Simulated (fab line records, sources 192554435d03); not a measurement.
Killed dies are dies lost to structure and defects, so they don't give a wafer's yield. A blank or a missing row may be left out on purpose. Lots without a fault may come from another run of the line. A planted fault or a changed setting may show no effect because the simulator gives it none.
fab line records | flow n5_finfet
record lots=4 wafers=12 last_day=14
route steps=1938 shown BEOL_M0_CUTY@703 BEOL_M0@715 PASSIVATION@1936
lots that met no fault: from a run of the same line without faults
start_h: hours from the record's first day to the start of the lot's first wafer shown | wait_h: hours since the lot's step before | " the same as in the row above | L1.1+2: a row that stands for several wafers | - no value, or no start given | * or withheld: withheld | < > ~ a bound
route shown NAME@n: a module of which the file shows steps, and the number in the route of the first | usual: mean/standard deviation of fault-free wafers | same: alike in all rows | chamber/n: place in a boat | sites: the reading at each site | _std_site: their standard deviation | _edge_site: outer sites' mean less inner sites' | radius_mm: how far each site lies from the wafer's centre | mask NAME#n: copy n | behind: the tool/chamber that last shaped the wafer | hold: why the lot was held/for how many hours/how that ended | device: the transistor (n, p or np) that didn't switch | end of line: the same wafers' tests at the end of the route | a step without rows: its recipe alone | killed: dies lost to structure and defects at the first sort, not the wafer's yield | map: a wafer's dies, x killed, . not, _ none there
set.NAME: the setting as run; set.NAME@STEP: as run at that earlier step | model.NAME: the simulator's own value behind a step, which no gauge read
lots at some steps of the route; a table a step, a row a wafer
services: from which hour (start_h, from the record's first day; less than 0 if before it) a tool's chamber was out of use, for how many hours, and why
## steps
# step N5_BEOL_M0_CUTY_EBR_52
# recipe solvent=PGMEA ebr_width_mm=1.5
# step N5_BEOL_M0_CUTY_SOFTBAKE_53
# recipe temp_c=110 time_s=60 resist=CAR-ArF-block
# step N5_BEOL_M0_CUTY_EXPOSE_54
# recipe mask_id=M0_ABLK na=1.35 source_shape=conventional sigma_outer=0.8 polarization=unpolarized dose_mj=36
# step N5_BEOL_M0_CUTY_PEB_55
# recipe peb_temp_c=110 peb_time_s=60 resist=CAR-ArF-block
# step N5_BEOL_M0_CUTY_DEVELOP_56
# recipe develop_time_s=30 developer=TMAH resist=CAR-ArF-block rinse_liquid=diw dry=air_spin dev_temp_c=23
# step N5_BEOL_M0_CUTY_DESCUM_61
# recipe chemistry=O2 time_s=7.9 source_power_w=50 bias_power_w=20 pressure_mtorr=20 rf_frequency_hz=2.712e+07 temp_c=40 resist=CAR-ArF-block o2_flow_sccm=225
# step N5_BEOL_M0_CUTY_ETCH_62
# recipe chemistry=CF4 target=SiARC mask_material=CAR-ArF-block time_s=58.5 ion_energy_ev=80 pressure_mtorr=40 source_w=545 bias_w=36 Ar_flow_sccm=100 cf4_flow_sccm=100 ends=cleared
# step N5_BEOL_M0_CUTY_ETCH_63
# recipe chemistry=N2/H2 target=SOC target_depth_a=827 overetch_a=165 mask_material=SiARC temp_c=40 ion_energy_ev=200 time_s=124 pressure_mtorr=30 source_w=840 bias_w=150 n2_flow_sccm=200 h2_flow_sccm=200
# step N5_BEOL_M0_CUTY_STRIP_64
# recipe chemistry=N2/H2 temp_c=40 n2_flow_sccm=200 h2_flow_sccm=200 rf_frequency_hz=6e+07
# step N5_BEOL_M0_ETCH_138
# recipe chemistry=CH3F/O2 target_depth_a=120 target=SiCN time_s=31.6 ion_energy_ev=120 pressure_mtorr=30 source_w=395 bias_w=75 Ar_flow_sccm=150 CH3F_flow_sccm=30 O2_flow_sccm=20 ends=cleared
# usual O2_flow_sccm=20.00/0.065 chamber_pressure_mTorr=30.004/0.027 drypump_motor_current_A=6.0/0.4 etch_rf_on_time_s=29.1/0.88 oes_product_au=0.68/0.083 rf_fwd_power_W=385.8/1.5 rf_vpp_V=297.9/1.3 showerhead_plenum_p_Torr=2.02/0.057 throttle_valve_pct=16.31/0.19
# columns lot.wafer tool chamber start_h wait_h O2_flow_sccm chamber_pressure_mTorr drypump_motor_current_A etch_rf_on_time_s oes_product_au rf_fwd_power_W rf_hours_counter_h rf_vpp_V showerhead_plenum_p_Torr throttle_valve_pct
L775.2 rie_diel-03 3 137.23 0.0 19.87 29.995 5.9 28.7 0.63 385.3 174 298.5 1.99 16.50
L775.3 " 0 " " 20.01 29.974 6.5 27.8 0.79 387.9 16 297.8 2.05 16.45
L775.5 " 0 " " 20.05 29.972 6.5 29.2 0.79 386.4 - 298.2 2.05 16.44
L780.1 rie_diel-06 0 170.66 0.0 19.92 29.984 6.0 29.1 0.76 387.2 27 299.5 2.13 16.37
L780.2 " 1 " " 20.01 30.028 6.6 28.0 0.84 383.9 4 299.6 2.04 15.89
L780.5 " 3 " " 19.98 29.984 5.5 28.9 0.64 384.0 - 296.8 1.99 16.42
L782.1 rie_diel-03 0 183.25 0.0 20.13 30.060 6.5 29.5 0.76 386.3 34 298.0 2.04 16.50
L782.4 " 1 " " 20.02 29.968 5.5 30.6 0.60 383.8 190 298.6 2.07 16.18
L782.5 " 0 " " 20.11 29.994 6.5 28.7 0.77 387.5 - 299.6 2.04 16.48
L783.1 rie_diel-03 1 190.85 0.0 19.93 30.034 5.5 28.4 0.60 386.1 193 299.8 2.07 16.19
L783.4 " 2 " " 20.03 30.014 5.8 30.5 0.77 384.9 16 297.1 2.07 16.41
L783.5 " 0 " " 19.91 30.014 6.5 27.6 0.75 384.5 - 299.4 2.04 16.46
# step N5_BEOL_M0_HM_OPEN_105
# recipe chemistry=Cl2/BCl3 target_depth_a=120 target=TiN ion_energy_ev=150 pressure_mtorr=10 icp_w=1000 bias_w=126 Cl2_flow_sccm=53.25 bcl3_flow_sccm=21.75 Ar_flow_sccm=25
# step N5_BEOL_M0_STRIP_140
# recipe chemistry=CF4 resist=SiARC power_w=300 bias_power_w=75 pressure_mtorr=50 cf4_flow_sccm=150 rf_frequency_hz=6e+07
# step N5_BEOL_M0_STRIP_104
# recipe chemistry=N2/H2 power_w=450 temp_c=40 pressure_mtorr=20 rf_frequency_hz=6e+07 overash_fraction=0.3 bias_power_w=7 h2_frac=0.5 n2_flow_sccm=200 h2_flow_sccm=200
# step N5_BEOL_M0_WET_ETCH_106
# recipe chemistry=DHF dilution=10:1 temp_c=25 target=SiO2 target_depth_a=1300 dry=ipa_marangoni rinse_time_s=30 rinse_temp_c=23
# step N5_BEOL_M0_ETCH_128
# recipe chemistry=CF4/N2 target_depth_a=120 overetch_a=51 target=SiCN time_s=21.4 ion_energy_ev=150 pressure_mtorr=40 source_w=430 bias_w=70 Ar_flow_sccm=100 cf4_flow_sccm=60 n2_flow_sccm=60
# step N5_BEOL_M0_TRENCH_ETCH_107
# recipe chemistry=C4F6/O2 target_depth_a=328 target=SiOC time_s=16.4 ion_energy_ev=250 pressure_mtorr=30 source_w=355 bias_w=185 Ar_flow_sccm=300 C4F6_flow_sccm=10 O2_flow_sccm=10
# step N5_BEOL_M0_STRIP_142
# recipe chemistry=N2/H2 time_s=10 power_w=450 temp_c=40 pressure_mtorr=20 rf_frequency_hz=6e+07 bias_power_w=7 n2_flow_sccm=200 h2_flow_sccm=200
# step N5_BEOL_M0_HM_STRIP_129
# recipe chemistry=peroxide_tin_strip material=TiN target_depth_a=170 temp_c=50 time_s=108
# step N5_BEOL_M0_SRD_130
# recipe time_s=30 temp_c=23 rinse_liquid=diw dry=ipa_marangoni
# step N5_BEOL_M0_ETCH_109
# recipe chemistry=CH3F/O2 target_depth_a=80 overetch_a=24 target=SiCN time_s=27.4 ion_energy_ev=120 pressure_mtorr=30 source_w=395 bias_w=75 Ar_flow_sccm=150 CH3F_flow_sccm=30 O2_flow_sccm=20
# step N5_BEOL_M0_STRIP_139
# recipe chemistry=post_etch_residue_remover time_s=60 temp_c=25 remover_ph=withheld remover_water_wt_pct=withheld remover_fluoride_wt_pct=withheld
# step N5_BEOL_M0_SRD_111
# recipe time_s=30 temp_c=23 rinse_liquid=diw dry=ipa_marangoni
# step N5_BEOL_M0_DEGAS_112
# recipe ambient=vacuum temp_c=250 time_s=60
# step N5_BEOL_M0_PRE_CLEAN_113
# recipe gas=H2/He time_s=30 temp_c=250
# step N5_BEOL_M0_ALD_136
# recipe material=TaN target_thk_a=* temp_c=275 ald_precursor_family=PDMAT ald_co_reactant=NH3 pressure_torr=3 carrier_flow_sccm=1500 pulse_time_s=2 purge_time_s=3 co_reactant_purge_time_s=2 co_reactant_pulse_time_s=3 ald_cycles=30 precursor_vessel_temp_c=75 precursor_vessel_pressure_torr=26.25 precursor_vessel_carrier_sccm=1000
# step N5_BEOL_M0_SURFACE_TREAT_137
# recipe gas=Ar time_s=* ion_energy_ev=* ion_current_ma_cm2=0.5 pressure_mtorr=* ar_flow_sccm=30
# step N5_BEOL_M0_CVD_115
# recipe material=Co target_thk_a=* temp_c=withheld precursor=CCTBA/H2 pressure_torr=30 time_s=120
# step N5_BEOL_M0_SPUTTER_116
# recipe material=Cu target_thk_a=40 temp_c=-20 chamber_pressure_pa=0.07 power_w=withheld time_s=7.37
# step N5_BEOL_M0_ANNEAL_117
# recipe temp_c=400 time_s=60 ambient=vacuum
# step N5_BEOL_M0_SPUTTER_132
# recipe material=Cu target_thk_a=40 temp_c=-20 chamber_pressure_pa=0.07 power_w=withheld time_s=7.37
# step N5_BEOL_M0_ANNEAL_133
# recipe temp_c=400 time_s=60 ambient=vacuum
# step N5_BEOL_M0_SPUTTER_134
# recipe material=Cu target_thk_a=40 temp_c=-20 chamber_pressure_pa=0.07 power_w=withheld time_s=7.37
# step N5_BEOL_M0_ANNEAL_135
# recipe temp_c=400 time_s=60 ambient=vacuum
# step N5_BEOL_M0_SPUTTER_141
# recipe material=Cu target_thk_a=40 temp_c=-20 chamber_pressure_pa=0.07 power_w=withheld time_s=7.37
# step N5_BEOL_M0_ECD_118
# recipe material=Cu target_thk_a=3000
# step N5_BEOL_M0_ANNEAL_119
# recipe temp_c=225 time_s=90 ambient=N2
# step N5_BEOL_M0_CMP_120
# recipe stop_on=SiOC t_overpolish_s=6.9 down_force_psi=1 platen_rpm=50 clearing_platen_down_force_psi=1.5 clearing_platen_rpm=50 post_cmp_clean=cu_alkaline clearing_platen_pad_velocity_m_s=0.99484 pad_velocity_m_s=0.99484
# step N5_PASSIVATION_PROBE_49
# usual defect_limited_yield=91.2/1.5 killed_at_M0_to_M3=31/10 killed_at_M4_up=15/5.9 killed_at_contacts=13/6 killed_at_front_end=41/11 killed_at_other=4/3.1 killed_dies=104/18 killed_on_rim=14/4.1 killed_open=68/13 killed_short=33/8.1 sort_bin_5_function=5.1/1.1 sort_bin_6_memory=3.2/0.69 sort_n_pass=1076/18 sort_yield_pct=91.2/1.5
# same gross_dies=1180 killed_at_back_side=0 sort_bin_4_leakage[%]=0 sort_bin_8_speed[%]=0
# columns lot.wafer tool chamber start_h wait_h defect_limited_yield[%] killed_at_M0_to_M3 killed_at_M4_up killed_at_contacts killed_at_front_end killed_at_other killed_dies killed_on_rim killed_open killed_short sort_bin_5_function[%] sort_bin_6_memory[%] sort_n_pass sort_yield_pct[%]
L782.4 prober-01 - 329.73 0.2 86.9 69 19 4 50 12 154 31 62 46 7.7 3.7 1026 86.9
L783.1 prober-01 - 342.96 0.6 87.8 72 11 15 40 6 144 25 67 33 8.4 2.5 1036 87.8
L783.4 prober-01 - 343.11 0.7 89.8 19 22 25 44 10 120 15 82 37 5.6 3.7 1060 89.8
# killed by level:class
L782.4 BEOL_M0:unspecified=45 FIN_SAQP:geometric_particle:short=18 BEOL_M4:geometric_particle:open=13 FIN_SAQP:geometric_particle:open=10 BEOL_M0:geometric_particle:open=8 GATE_CUT:geometric_particle:short=7 ILD0:geometric_particle:open=5 STI_FIN_REVEAL:geometric_particle:open=4
L783.1 BEOL_M0:unspecified=43 MOL_CONTACT_COAG:geometric_particle:open=14 FIN_SAQP:geometric_particle:short=11 FIN_SAQP:geometric_particle:open=10 BEOL_M4:geometric_particle:open=8 BEOL_M1:geometric_particle:open=7 BEOL_M0_SAQP:geometric_particle:short=6 BEOL_M0_SAQP:geometric_particle:open=6
L783.4 MOL_CONTACT_COAG:geometric_particle:open=18 STI_FIN_REVEAL:geometric_particle:open=11 DUMMY_GATE:geometric_particle:open=11 BEOL_M4:geometric_particle:open=11 MOL_CONTACT_COAG:geometric_particle:short=7 FIN_SAQP:geometric_particle:open=4 FIN_SAQP:geometric_particle:short=4 BEOL_M0_SAQP:geometric_particle:short=4
# map L782.4 (x killed, . not)
_________________....x....x..________________
______________xx..x............._____________
___________xxxxx.x....x......x..x..__________
__________xxxxxxxx.........x.......x_________
________xxxxxxxx....x....x.x.......x.._______
_______xxxxxxx...x.....x......x........______
______x.xxxx.xxx..............x........._____
_____..x.xx.x.x........x....x............____
____................x.....................___
___...........x.....xx.x.................x.__
___.x................x........x...x........__
__.....................xx..................._
__x.x...............x............x....x....x_
_.xx...x.................x.........x...x.x...
_....x.......x.................x....x........
_...x...........x....xx......................
_...........x.............................x.x
_.......x...............x...........x......x.
_.....x.x..............................x.....
_...............x...............x...x....x...
_.x.............x..x..............x..........
__.x.........x.x........................x..._
__.........x................xx.............._
___....x........x...........x.x............__
___...x....x.....x...x.x.......x..x.x......__
____.......x...............x..............___
_____...........................x.x......____
______..........x..x...................._____
_______.......x.........x.............x______
________.......................x......_______
__________x...xx.........x....x....x_________
___________.............x..x.......__________
______________.....x........x.xx_____________
_________________............________________
# map L783.1 (x killed, . not)
_________________..x.........________________
______________x.xx......x......._____________
___________xxxxx...............x..x__________
__________xxxxxxx..................._________
________xxxxxxxx......................_______
_______xxxxxxxxx.......x..........x....______
______xxxxxxxx........x................._____
_____...x.x..xxx.........................____
____...xx........x.....xx.......x.........___
___....x..x.x.....xx....x.x.........x...x..__
___..................x...x.................__
__...........x.x...........x................_
__...............x....x.x..................x_
_.............x..x...........................
_.........................x........x..x......
_.................................x..........
_.......x.................x...x............x.
_..............x.......x....x...........x....
_.......................x.x.....xx....x...x..
_....x..x............x......x................
_..............x.............................
__........x.....xx...........x.x..........x._
__...x.......x.x............................_
___.x.........x....xxx...x...........x....x__
___..............x.........x..........x....__
____..x......................x..x.........___
_____.........x.......................x..____
______.............x...x......x.......x._____
_______..........x............x.x......______
________..x.........x........x..xx...._______
__________x.......x.x.......x......._________
___________........................__________
______________..........x......._____________
_________________....x.......________________
## services
# columns tool chamber start_h hours kind
rie_diel-03 2 117.19 15.1 repair
rie_diel-03 2 132.32 - clean
rie_diel-03 2 132.32 - consumable_replace:focus_ring
rie_diel-03 2 132.32 17.9 scheduled_down
rie_diel-03 2 132.32 17.9 vent_cycle
rie_diel-06 1 145.99 - clean
rie_diel-06 1 145.99 - consumable_replace:focus_ring
rie_diel-06 1 145.99 13.5 scheduled_down
rie_diel-06 1 145.99 13.5 vent_cycle
rie_diel-06 2 190.81 - clean
rie_diel-06 2 190.81 - consumable_replace:focus_ring
rie_diel-06 2 190.81 14.4 scheduled_down
rie_diel-06 2 190.81 14.4 vent_cycle
## key
first_sign step=N5_PASSIVATION_PROBE_49 reading=killed_at_M0_to_M3 direction=up sigmas=3.9 usual=31 struck=70
effect step=N5_PASSIVATION_PROBE_49 reading=killed_dies direction=up sigmas=2.5 usual=104 struck=149
more_kills_born_at N5_BEOL_M0_ETCH_138@rie_diel-03=88
met_at N5_BEOL_M0_ETCH_138
struck_wafers L782.4,L783.1
fault kind=chamber_particle_source tool=rie_diel-03 chamber=1 onset_h=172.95 steps=N5_BEOL_M0_ETCH_138 rate_per_visit_cm2=0.5224 end_h=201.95
